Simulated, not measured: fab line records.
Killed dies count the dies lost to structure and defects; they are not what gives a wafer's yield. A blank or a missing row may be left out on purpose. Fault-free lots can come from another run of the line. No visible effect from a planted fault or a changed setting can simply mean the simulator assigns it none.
Which of the tools did it? / flow nand harc / 21 wafers from 7 lots sampled at 4 of the route's 1159 steps

WHAT EACH GAUGE READ, for each wafer
NHARC_P_M1_OVL_MEAS_10: pitch 260 nm.
lot=L754; measured=day 6 15:33; on=overlay-01; overlay x nm (nm)=0.0 0.4 0.0
lot=L758; measured=day 7 02:20; on=overlay-02; overlay x nm (nm)=0.3 0.4 -0.1
lot=L760; measured=day 7 22:08; on=overlay-02; overlay x nm (nm)=-1.1 -0.6 -1.5
lot=L768; measured=day 9 05:04; on=overlay-02; overlay x nm (nm)=-1.0 -1.2 -1.0
lot=L770; measured=day 10 11:49; on=overlay-02; overlay x nm (nm)=-1.0 -0.7 -1.0
lot=L773; measured=day 10 21:11; on=overlay-02; overlay x nm (nm)=-0.3 0.8 0.1
lot=L774; measured=day 11 05:44; on=overlay-01; overlay x nm (nm)=-0.3 0.0 -0.5

WHAT TOOL EACH LOT RAN ON (gives the tool, then ch and the chambers of the sampled wafers, and finally the start)
lot=L754; NHARC_P_M0_PVD_21=pvd sputter-03, day 6 14:13 or earlier; NHARC_P_M0_DEP_32=pecvd-03 ch 1,2, day 6 14:13; NHARC_P_M1_DEP_00=pecvd-04 ch 0,1,2, day 6 14:38
lot=L758; NHARC_P_M0_PVD_21=pvd sputter-01, day 7 01:07 or earlier; NHARC_P_M0_DEP_32=pecvd-04 ch 0,1, day 7 01:07; NHARC_P_M1_DEP_00=pecvd-02 ch 0,1, day 7 01:35
lot=L760; NHARC_P_M0_PVD_21=pvd sputter-02, day 7 20:49 or earlier; NHARC_P_M0_DEP_32=pecvd-03 ch 1,2, day 7 20:49; NHARC_P_M1_DEP_00=pecvd-04 ch 0,1,2, day 7 21:13
lot=L768; NHARC_P_M0_PVD_21=pvd sputter-01, day 9 03:45 or earlier; NHARC_P_M0_DEP_32=pecvd-02 ch 0,2, day 9 03:45; NHARC_P_M1_DEP_00=pecvd-02 ch 0,1,2, day 9 04:14
lot=L770; NHARC_P_M0_PVD_21=pvd sputter-03, day 10 10:37 or earlier; NHARC_P_M0_DEP_32=pecvd-02 ch 0,1,2, day 10 10:37; NHARC_P_M1_DEP_00=pecvd-02 ch 1,2, day 10 11:03
lot=L773; NHARC_P_M0_PVD_21=pvd sputter-01, day 10 19:55 or earlier; NHARC_P_M0_DEP_32=pecvd-04 ch 0,1,2, day 10 19:55; NHARC_P_M1_DEP_00=pecvd-04 ch 0,2, day 10 20:19
lot=L774; NHARC_P_M0_PVD_21=pvd sputter-03, day 11 04:26 or earlier; NHARC_P_M0_DEP_32=pecvd-03 ch 1,2, day 11 04:26; NHARC_P_M1_DEP_00=pecvd-02 ch 1,2, day 11 04:54
- NHARC_P_M0_PVD_21: deposits Cu, target thk 30 nm, time 20.49 s.
- NHARC_P_M0_DEP_32: deposits SiCN, target thk 30 nm.
- NHARC_P_M1_DEP_00: deposits SiOC, target thk 182.5 nm.

THE ANSWER, worked out from the rows above alone
Rule: the lots themselves supply what counts as usual. The widest of any qualifying gaps counts: lots, ordered by their means at a reading, are off when they make up no more than a third of the lots, leave a main group of 4 or more, and stand apart from it by 3 or more times the standard deviation of that group's means. A main group is skipped when, at the precision printed for the reading in the tables above, its means are all equal. A lot without any number at a reading at which 4 lots or more have one is off too. Any other lot the step has rows for is counted as sound.
No lot is off on any of the readings shown, so nothing can be concluded from this.

WHAT WAS PUT IN BY THE SIMULATOR
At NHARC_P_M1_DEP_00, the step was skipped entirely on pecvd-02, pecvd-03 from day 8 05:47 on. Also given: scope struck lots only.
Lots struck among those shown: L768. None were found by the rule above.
